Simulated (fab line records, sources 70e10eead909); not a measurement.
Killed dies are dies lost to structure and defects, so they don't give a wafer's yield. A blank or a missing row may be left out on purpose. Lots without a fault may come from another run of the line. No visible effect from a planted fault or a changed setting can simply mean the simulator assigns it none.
Matching of chambers | flow nandHarc | 4 sister chambers for NHARC_A_STAIRCASE_DESCUM_291 on rieDiel-13
The step chemistry O2, time 3 s. 4 wafers are shown with their chamber, then 8 later ones without.

## WAFERS, EACH WITH ITS CHAMBER
wafer  | chamber | showerheadPlenumPTorr (Torr)
L089.2 | 1       | 1.85
L092.3 | 3       | 1.79
L092.5 | 2       | 2.00
L091.1 | 0       | 2.07

## WAFERS WHOSE CHAMBER IS MISSING
wafer  | showerheadPlenumPTorr (Torr)
L091.2 | 1.85
L091.6 | 1.79
L094.2 | 1.79
L094.3 | 1.99
L094.4 | 1.85
L096.1 | 2.06
L096.3 | 1.79
L096.4 | 1.99

## CHAMBER TAKEN BY EACH
wafer  | from the rows above | in truth
L091.2 | 1                   | 1
L091.6 | 3                   | 3
L094.2 | 3                   | 3
L094.3 | 2                   | 2
L094.4 | 1                   | 1
L096.1 | 0                   | 0
L096.3 | 3                   | 3
L096.4 | 2                   | 2
Correct placement for 8 of the 8. Not placeable from these rows: 0. Wrongly placed: 0.
How it was worked out, from the rows above alone: a wafer's distance from a chamber is the root of the sum, over the readings, of the square of ((its reading less the chamber's mean) divided by the reading's scatter). The wafer belongs to the nearest chamber; if the next one is less than 2 further off, it can't be placed. A chamber's mean is the mean of its shown wafers. The scatter: root of mean squared gap, hidden wafer to nearest shown wafer, with one shown wafer a chamber.
